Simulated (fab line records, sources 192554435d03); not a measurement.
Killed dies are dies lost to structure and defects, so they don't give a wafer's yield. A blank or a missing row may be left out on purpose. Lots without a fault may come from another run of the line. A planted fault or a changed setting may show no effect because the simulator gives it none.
fab line records | flow n5_finfet
record lots=10 wafers=29 last_day=18
route steps=1938 shown BEOL_M15@1806 PASSIVATION@1936
lots that met no fault: from a run of the same line without faults
start_h: hours from the record's first day to the start of the lot's first wafer shown | wait_h: hours since the lot's step before | " the same as in the row above | L1.1+2: a row that stands for several wafers | - no value, or no start given | * or withheld: withheld | < > ~ a bound
route shown NAME@n: a module of which the file shows steps, and the number in the route of the first | usual: mean/standard deviation of fault-free wafers | same: alike in all rows | chamber/n: place in a boat | sites: the reading at each site | _std_site: their standard deviation | _edge_site: outer sites' mean less inner sites' | radius_mm: how far each site lies from the wafer's centre | mask NAME#n: copy n | behind: the tool/chamber that last shaped the wafer | hold: why the lot was held/for how many hours/how that ended | device: the transistor (n, p or np) that didn't switch | end of line: the same wafers' tests at the end of the route | a step without rows: its recipe alone | killed: dies lost to structure and defects at the first sort, not the wafer's yield | map: a wafer's dies, x killed, . not, _ none there
set.NAME: the setting as run; set.NAME@STEP: as run at that earlier step | model.NAME: the simulator's own value behind a step, which no gauge read
steps of the route over a sample of lots; a table a step, a row a wafer
services: from which hour (start_h, from the record's first day; less than 0 if before it) a tool's chamber was out of use, for how many hours, and why
## steps
# step N5_BEOL_M15_INSPECT_30
# recipe mode=adi inspect_instrument=macro
# usual raw_defect_count=2.1/1.3
# columns lot.wafer tool chamber start_h wait_h raw_defect_count
L987.2 defect_inspect-01 - 303.17 0.0 0
L987.3 " - " " 4
L987.5 " - " " 3
L988.4 defect_inspect-01 - 326.59 0.0 2
L988.5 " - " " 0
L995.2 defect_inspect-01 - 348.46 0.0 3
L995.3 " - " " 4
L995.5 " - " " 1
L997.1 defect_inspect-01 - 356.95 0.0 4
L997.4 " - " " 0
L997.5 " - " " 4
L100.3 defect_inspect-02 - 364.17 0.0 4
L100.4 " - " " 1
L100.6 " - " " 1
L102.2 defect_inspect-02 - 395.48 0.0 2
L102.3 " - " " 2
L102.4 " - " " 2
L104.2 defect_inspect-01 - 396.26 0.0 1
L104.3 " - " " 2
L104.4 " - " " 2
L105.2 defect_inspect-02 - 406.73 0.0 4
L105.4 " - " " 1
L105.5 " - " " 5
L106.1 defect_inspect-01 - 424.21 0.0 3
L106.3 " - " " 4
L106.6 " - " " 2
L107.2 defect_inspect-01 - 424.25 0.0 1
L107.4 " - " " 1
L107.6 " - " " 5
# step N5_BEOL_M15_STRIP_62
# recipe chemistry=O2 power_w=600 temp_c=60 pressure_mtorr=30 rf_frequency_hz=6e+07 bias_power_w=0 overash_fraction=0.3 o2_flow_sccm=225
# usual drypump_motor_current_A=5.8/0.54 oes_product_au=0.80/0.07 rf_vpp_V=3.6/0.51 showerhead_plenum_p_Torr=2.08/0.068 temp_c=60.00/0.13 throttle_valve_pct=16.57/0.21
# columns lot.wafer tool chamber start_h wait_h drypump_motor_current_A oes_product_au rf_hours_counter_h rf_vpp_V showerhead_plenum_p_Torr temp_c throttle_valve_pct
L987.2 rie_diel-02 2 - - 6.1 0.78 103 3.6 2.12 60.25 16.76
L987.3 " 0 " " 5.8 0.77 128 4.1 2.11 60.09 16.39
L987.5 " 2 " " 6.1 0.79 - 3.5 2.12 60.13 16.78
L988.4 rie_diel-05 3 - - 5.8 0.72 189 3.9 2.18 60.12 16.52
L988.5 " 3 " " 5.8 0.72 - 4.5 2.18 60.18 16.54
L995.2 rie_diel-06 0 - - 6.2 0.94 16 3.6 2.06 59.95 16.17
L995.3 " 2 " " 6.5 0.91 27 3.3 2.06 60.04 16.56
L995.5 " 1 " " 5.2 0.77 - 3.5 2.02 59.89 16.74
L997.1 rie_diel-06 2 - - 6.6 0.91 29 3.5 2.05 60.16 16.56
L997.4 " 1 " " 5.2 0.76 149 3.1 2.02 59.95 16.73
L997.5 " 1 " " 5.2 0.76 - 4.0 2.02 60.01 16.74
L100.3 rie_diel-05 3 - - 5.8 0.71 200 3.6 2.18 60.14 16.54
L100.4 " 2 " " 5.3 0.84 81 3.8 2.03 60.10 16.51
L100.6 " 2 " " 5.3 0.83 - 4.1 2.03 59.95 16.51
L102.2 rie_diel-06 1 - - 5.2 0.75 161 3.6 2.02 59.92 16.77
L102.3 " 0 " " 6.2 0.92 28 3.6 2.05 60.06 16.18
L102.4 " 3 " " 5.8 0.74 174 4.0 2.01 59.89 16.94
L104.2 rie_diel-02 1 - - 6.4 0.81 97 3.3 2.22 59.67 16.69
L104.3 " 0 " " 5.8 0.76 156 3.5 2.10 60.15 16.45
L104.4 " 2 " " 6.1 0.75 135 3.1 2.11 60.02 16.84
L105.2 rie_diel-06 2 - - 6.6 0.88 44 3.5 2.05 60.09 16.58
L105.4 " 1 " " 5.2 0.74 165 3.9 2.02 60.06 16.77
L105.5 " 0 " " 6.2 0.91 - 4.1 2.05 59.97 16.20
L107.2 rie_diel-02 0 - - 5.8 0.75 163 3.9 2.10 59.69 16.45
L107.4 " 2 " " 6.1 0.76 142 2.9 2.11 60.01 16.84
L107.6 " 2 " " 6.1 0.75 - 4.2 2.11 59.84 16.87
L106.1 rie_diel-06 0 - - 6.2 0.89 36 3.4 2.05 60.10 16.18
L106.3 " 1 " " 5.2 0.74 170 3.9 2.01 60.13 16.79
L106.6 " 1 " " 5.2 0.74 - 3.1 2.01 59.96 16.77
# step N5_BEOL_M15_STRIP_37
# recipe chemistry=O2 power_w=600 temp_c=60 pressure_mtorr=30 rf_frequency_hz=6e+07 bias_power_w=0 overash_fraction=0.3 o2_flow_sccm=225
# usual drypump_motor_current_A=5.8/0.54 oes_product_au=0.79/0.071 rf_vpp_V=3.7/0.67 showerhead_plenum_p_Torr=2.08/0.068 temp_c=60.00/0.13 throttle_valve_pct=16.57/0.2
# columns lot.wafer tool chamber start_h wait_h drypump_motor_current_A oes_product_au rf_hours_counter_h rf_vpp_V showerhead_plenum_p_Torr temp_c throttle_valve_pct
L987.2 rie_diel-02 2 - - 6.1 0.79 103 3.0 2.12 59.93 16.78
L987.3 " 0 " " 5.8 0.78 128 4.1 2.11 60.15 16.43
L987.5 " 2 " " 6.1 0.79 - 3.0 2.12 60.09 16.76
L988.4 rie_diel-05 3 - - 5.8 0.71 189 2.9 2.18 60.09 16.54
L988.5 " 3 " " 5.8 0.72 - 3.8 2.18 59.78 16.53
L995.2 rie_diel-06 0 - - 6.2 0.92 16 3.9 2.06 59.84 16.18
L995.3 " 2 " " 6.5 0.92 27 2.7 2.06 60.09 16.53
L995.5 " 1 " " 5.2 0.75 - 3.9 2.02 60.03 16.73
L997.1 rie_diel-06 2 - - 6.6 0.91 29 3.9 2.05 59.98 16.55
L997.4 " 1 " " 5.2 0.76 149 4.2 2.02 60.07 16.74
L997.5 " 1 " " 5.2 0.76 - 3.1 2.02 60.18 16.73
L100.3 rie_diel-05 3 - - 5.8 0.71 200 4.8 2.18 60.03 16.53
L100.4 " 2 " " 5.3 0.83 81 5.5 2.03 59.92 16.51
L100.6 " 2 " " 5.3 0.83 - 2.9 2.03 60.04 16.54
L102.2 rie_diel-06 1 - - 5.2 0.75 161 5.0 2.02 60.10 16.77
L102.3 " 0 " " 6.2 0.91 28 3.5 2.05 60.15 16.20
L102.4 " 3 " " 5.8 0.73 174 4.8 2.01 59.89 16.94
L104.2 rie_diel-02 1 - - 6.3 0.79 97 4.2 2.22 60.07 16.67
L104.3 " 0 " " 5.8 0.76 156 3.4 2.10 60.07 16.44
L104.4 " 2 " " 6.1 0.76 135 3.9 2.11 59.95 16.83
L105.2 rie_diel-06 2 - - 6.6 0.89 44 3.4 2.05 59.95 16.57
L105.4 " 1 " " 5.2 0.75 165 2.5 2.02 59.83 16.76
L105.5 " 0 " " 6.3 0.91 - 3.5 2.05 60.12 16.21
L107.2 rie_diel-02 0 - - 5.8 0.74 163 2.8 2.10 59.96 16.46
L107.4 " 2 " " 6.1 0.74 142 3.9 2.11 59.97 16.84
L107.6 " 2 " " 6.1 0.75 - 5.5 2.11 60.04 16.87
L106.1 rie_diel-06 0 - - 6.2 0.90 36 4.0 2.05 59.98 16.18
L106.3 " 1 " " 5.2 0.74 170 2.8 2.01 59.75 16.76
L106.6 " 1 " " 5.2 0.74 - 4.4 2.01 59.80 16.80
# step N5_BEOL_M15_SPUTTER_43
# recipe material=TaN target_thk_a=150 temp_c=50 bias_v=168.6 power_w=15000 chamber_pressure_pa=0.12 time_s=24.19
# usual bias_v=168.7/1.7 cathode_dc_power_W=15000/2.6 throttle_valve_pct=30.6/0.62
# columns lot.wafer tool chamber start_h wait_h bias_v cathode_dc_power_W throttle_valve_pct
L987.2 pvd_sputter-02 - 307.90 0.0 167.5 15004 30.0
L987.3 " - " " 171.8 15003 29.8
L987.5 " - " " 168.9 15004 29.6
L988.4 pvd_sputter-02 - 328.97 0.0 171.8 14999 29.9
L988.5 " - " " 169.0 15000 31.1
L995.2 pvd_sputter-02 - 352.08 0.0 166.6 15002 30.0
L995.3 " - " " 169.1 15001 30.2
L995.5 " - " " 169.1 14997 31.0
L997.1 pvd_sputter-03 - 359.69 0.0 169.1 14998 29.7
L997.4 " - " " 169.3 14997 30.3
L997.5 " - " " 168.0 14998 30.4
L100.3 pvd_sputter-01 - 365.50 0.0 167.3 14997 31.3
L100.4 " - " " 172.8 14999 31.6
L100.6 " - " " 169.0 14998 30.2
L102.2 pvd_sputter-01 - 396.58 0.0 168.3 14997 30.9
L102.3 " - " " 169.5 14994 31.8
L102.4 " - " " 169.9 15002 30.5
L104.2 pvd_sputter-03 - 397.32 0.0 168.5 15001 30.5
L104.3 " - " " 166.9 14997 30.1
L104.4 " - " " 169.9 15004 30.6
L105.2 pvd_sputter-01 - 407.70 0.0 168.3 14999 30.3
L105.4 " - " " 168.2 15002 31.3
L105.5 " - " " 168.3 14997 30.3
L107.2 pvd_sputter-01 - 425.83 0.0 169.4 15005 31.4
L107.4 " - " " 169.2 15001 30.9
L107.6 " - " " 168.5 15002 30.1
L106.1 pvd_sputter-02 - 425.86 0.0 167.9 15003 31.1
L106.3 " - " " 170.7 15001 30.1
L106.6 " - " " 168.9 15001 30.1
# step N5_BEOL_M15_CMP_49
# recipe stop_on=SiO2 t_overpolish_s=4.9 down_force_psi=2 platen_rpm=80 clearing_platen_down_force_psi=2 clearing_platen_rpm=80 post_cmp_clean=cu_alkaline target_thk_nm=850 clearing_platen_pad_velocity_m_s=1.5917 pad_velocity_m_s=1.5917
# usual barrier_field_endpoint_s=11.37/0.24 clearing_platen_rpm=80.01/0.041 edge_zone_pressure_frac=0.999/0.0053 head_pressure_psi=2.000/0.0048 motor_current_A=7.8/0.81 slurry_flow_ml_min=150.0/0.41
# columns lot.wafer tool chamber start_h wait_h barrier_field_endpoint_s clearing_platen_rpm edge_zone_pressure_frac head_pressure_psi motor_current_A slurry_flow_ml_min
L987.2 cmp-02 0 308.72 0.2 11.61 79.98 0.996 1.995 7.6 149.8
L987.3 " 2 " " 11.12 79.98 0.992 1.999 7.6 149.6
L987.5 " 1 " " 10.93 80.06 0.998 2.002 9.4 150.0
L988.4 cmp-01 0 329.86 0.2 10.02 79.93 1.007 2.002 7.6 150.0
L988.5 " 3 " " 11.94 80.02 0.992 2.004 7.4 149.4
L995.3 cmp-02 2 354.27 0.2 9.71 80.07 0.993 2.001 7.4 149.3
L995.2 " 0 " " 11.28 80.00 1.006 1.998 7.5 150.4
L995.5 " 2 " " 11.40 80.03 0.995 2.001 7.5 150.2
L997.1 cmp-01 3 360.79 0.5 11.56 80.02 0.995 2.002 7.6 150.4
L997.4 " 2 " " 11.27 80.05 1.001 1.998 6.6 149.9
L997.5 " 0 " " 11.39 80.07 0.992 2.006 7.4 149.1
L100.4 cmp-01 1 366.40 0.2 11.00 80.01 1.000 1.997 8.2 150.6
L100.3 " 2 " " 11.33 79.98 0.998 1.997 6.2 150.3
L100.6 " 3 " " 10.77 80.02 0.997 1.993 7.0 150.2
L102.3 cmp-04 0 398.20 0.2 11.40 79.95 1.004 2.002 6.1 150.0
L102.2 " 2 " " 11.17 79.96 1.000 2.004 7.0 149.5
L102.4 " 3 " " 11.38 79.95 1.003 2.006 8.0 149.8
L104.4 cmp-02 3 398.47 0.1 11.41 79.91 0.995 1.989 8.3 149.9
L104.3 " 1 " " 11.38 79.92 0.985 1.993 9.0 150.0
L104.2 " 2 " " 11.12 80.05 1.014 2.000 7.6 150.2
L105.2 cmp-01 3 408.54 0.2 11.66 80.06 0.988 2.004 7.3 150.1
L105.4 " 0 " " 11.48 80.04 0.993 2.000 7.6 149.7
L105.5 " 3 " " 11.54 80.02 0.994 2.000 7.4 150.4
L107.2 cmp-02 0 426.65 0.2 11.23 79.95 0.996 2.000 7.2 149.5
L107.4 " 3 " " 11.27 80.09 0.999 2.002 8.5 150.0
L107.6 " 0 " " 11.21 80.01 0.999 2.005 7.4 151.0
L106.3 cmp-01 3 426.92 0.2 11.43 80.08 1.000 1.998 7.3 150.7
L106.1 " 1 " " 11.31 80.03 0.988 1.996 7.8 149.6
L106.6 " 0 " " 11.41 79.94 0.990 1.995 7.7 149.9
# step N5_PASSIVATION_PROBE_49
# usual defect_limited_yield=91.1/1.5 killed_at_M0_to_M3=36/11 killed_at_M4_up=14/5.6 killed_at_contacts=11/5.6 killed_at_front_end=40/12 killed_at_other=4/3.2 killed_dies=105/17 killed_open=69/12 killed_short=34/8.4 sort_bin_5_function=5.2/0.95 sort_bin_6_memory=3.3/0.63 sort_n_pass=1075/17 sort_yield_pct=91.1/1.5
# same gross_dies=1180 killed_at_back_side=0 sort_bin_4_leakage[%]=0 sort_bin_8_speed[%]=0
# columns lot.wafer tool chamber start_h wait_h defect_limited_yield[%] killed_at_M0_to_M3 killed_at_M4_up killed_at_contacts killed_at_front_end killed_at_other killed_dies killed_open killed_short sort_bin_5_function[%] sort_bin_6_memory[%] sort_n_pass sort_yield_pct[%]
L100.3 prober-02 - 380.28 0.1 93.2 26 11 8 28 7 80 56 19 4.0 2.1 1100 93.2
L100.4 prober-02 - 380.33 0.2 93.1 22 12 8 34 6 82 49 29 3.9 2.7 1098 93.1
L100.6 prober-02 - 380.43 0.3 93.1 35 5 9 31 2 82 47 33 3.9 2.9 1098 93.1
L102.2 prober-01 - 414.50 0.1 92.0 17 12 11 52 2 94 64 23 4.3 3.1 1086 92.0
L102.3 prober-01 - 414.55 0.1 90.2 60 13 10 31 2 116 77 36 5.7 4.0 1064 90.2
L102.4 prober-01 - 414.60 0.2 91.4 41 8 10 40 2 101 67 34 5.8 2.7 1079 91.4
# killed by level:class
L100.3 STI_FIN_REVEAL:geometric_particle:open=12 MOL_CONTACT_COAG:geometric_particle:open=6 BEOL_M3:geometric_particle:open=6 DUMMY_GATE:geometric_particle:open=4 BEOL_M0_SAQP:geometric_particle:short=4 BEOL_M1:geometric_particle:open=4 BEOL_M2:geometric_particle:open=4 BEOL_M6:geometric_particle:open=4
L100.4 FIN_SAQP:geometric_particle:open=9 MOL_CONTACT_COAG:geometric_particle:open=7 BEOL_M0_SAQP:geometric_particle:short=6 BEOL_M0_SAQP:geometric_particle:open=5 STARTING-WAFER:geometric_particle:short=5 FIN_SAQP:geometric_particle:short=4 BEOL_M1:geometric_particle:open=4 BEOL_M4:geometric_particle:open=4
L100.6 BEOL_M0_SAQP:geometric_particle:short=12 BEOL_M0_SAQP:geometric_particle:open=9 MOL_CONTACT_COAG:geometric_particle:open=8 FIN_SAQP:geometric_particle:open=6 DUMMY_GATE:geometric_particle:open=6 BEOL_M3:geometric_particle:open=5 GATE_CUT:geometric_particle:short=4 BEOL_M2:geometric_particle:open=4
L102.2 STI_FIN_REVEAL:geometric_particle:open=16 MOL_CONTACT_COAG:geometric_particle:open=8 FIN_SAQP:geometric_particle:open=6 STARTING-WAFER:geometric_particle:open=5 DUMMY_GATE:geometric_particle:open=5 BEOL_M2:geometric_particle:open=5 BEOL_M4:geometric_particle:open=5 HKMG_FIN:area_etch=5
L102.3 BEOL_M0_SAQP:geometric_particle:open=16 BEOL_M0_SAQP:geometric_particle:short=14 BEOL_M2:geometric_particle:open=14 MOL_CONTACT_COAG:geometric_particle:open=9 FIN_SAQP:geometric_particle:open=8 STARTING-WAFER:geometric_particle:short=7 BEOL_M1:geometric_particle:open=6 FIN_SAQP:geometric_particle:short=5
L102.4 BEOL_M0_SAQP:geometric_particle:short=14 DUMMY_GATE:geometric_particle:open=11 FIN_SAQP:geometric_particle:open=9 BEOL_M0_SAQP:geometric_particle:open=9 STI_FIN_REVEAL:geometric_particle:open=8 BEOL_M1:geometric_particle:open=7 MOL_CONTACT_COAG:geometric_particle:open=6 BEOL_M4:geometric_particle:open=5
## services
# columns tool chamber start_h hours kind
pvd_sputter-02 - 295.39 5.2 repair
rie_diel-05 0 295.90 7.5 repair
rie_diel-02 - 306.21 0.9 repair
rie_diel-05 - 311.94 4.3 pm
rie_diel-06 0 313.92 13.7 repair
cmp-04 - 316.71 4.0 pm
cmp-04 - 320.71 - consumable_replace:conditioner
cmp-04 - 320.71 - consumable_replace:pad
rie_diel-05 - 332.69 0.7 repair
cmp-02 - 335.62 5.2 pm
pvd_sputter-02 - 366.81 8.6 repair
cmp-01 - 369.76 0.3 repair
rie_diel-06 0 386.48 5.5 repair
cmp-01 - 387.43 4.0 pm
cmp-02 - 389.17 3.4 pm
cmp-01 - 391.43 - consumable_replace:conditioner
cmp-01 - 391.43 - consumable_replace:pad
pvd_sputter-02 - 396.80 1.1 repair
rie_diel-02 2 401.27 1.5 repair
cmp-02 - 407.14 4.1 repair
cmp-04 - 410.95 6.7 pm
rie_diel-05 3 426.73 15.0 repair
## key
first_sign step=N5_BEOL_M15_CMP_49 reading=barrier_field_endpoint_s direction=down sigmas=6.1 usual=11.37 struck=9.86
effect none on later readings
met_at N5_BEOL_M15_SPUTTER_43
struck_lots L988,L995
struck_wafers L988.4,L995.3
not_acting_at N5_BEOL_M15_INSPECT_30,N5_BEOL_M15_STRIP_62,N5_BEOL_M15_STRIP_37
onset_between 307.90 328.97
fault kind=process_parameter_drift tool=pvd_sputter-02 chamber=- onset_h=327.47 steps=N5_BEOL_M15_SPUTTER_43 channel=time_s offset=* shape=step end_h=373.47 scope=struck_wafers_only acts_in=* stated=*
